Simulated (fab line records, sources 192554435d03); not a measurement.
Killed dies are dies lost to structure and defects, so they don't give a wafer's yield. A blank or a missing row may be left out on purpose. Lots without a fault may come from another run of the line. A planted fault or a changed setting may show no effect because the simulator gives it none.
Which tool did it? | flow n5_finfet | 10 lots, 30 wafers sampled, at 1 step of a route of 1938

WHAT THE GAUGES READ, wafer by wafer
N5_GATE_CUT_CD_MEAS_13: target cd 20 nm.
lot  | measured     | on        | cd_nm (nm)
L446 | day 4 16:10  | cd_sem-03 | 19.80 20.09 20.25
L451 | day 5 16:58  | cd_sem-03 | 19.30 20.12 20.16
L452 | day 5 23:13  | cd_sem-03 | 20.04 20.14 20.32
L453 | day 6 05:04  | cd_sem-03 | 20.38 19.75 19.69
L455 | day 6 16:50  | cd_sem-02 | 19.74 20.33 20.22
L464 | day 9 01:37  | cd_sem-03 | 19.52 20.52 20.00
L465 | day 9 07:10  | cd_sem-03 | 20.04 20.27 20.11
L466 | day 9 12:35  | cd_sem-03 | 20.04 20.28 20.27
L468 | day 10 02:38 | cd_sem-03 | 19.33 19.88 19.85
L469 | day 10 09:16 | cd_sem-01 | 20.40 20.06 20.39

WHICH TOOL RAN EACH LOT (tool, then ch and the chambers of the sampled wafers, then the start)
The record holds no process step before these readings.

THE ANSWER, worked out from the rows above alone
Rule: what is usual is taken from the lots themselves. Put in order of their means at a reading, lots are off if they are a third of the lots or fewer, leave a main group of 4 or more, and stand apart from it by a gap of 3 or more times the standard deviation of the main group's means; of several such gaps the widest counts. A main group whose means are all the same, to the digits that the tables above print for the reading, isn't used. A lot without any number at a reading at which 4 lots or more have one is off too. The other lots that the step has rows for count as sound.
No lot is off at any reading shown: from this, nothing can be told.

WHAT THE SIMULATOR HAD PUT IN
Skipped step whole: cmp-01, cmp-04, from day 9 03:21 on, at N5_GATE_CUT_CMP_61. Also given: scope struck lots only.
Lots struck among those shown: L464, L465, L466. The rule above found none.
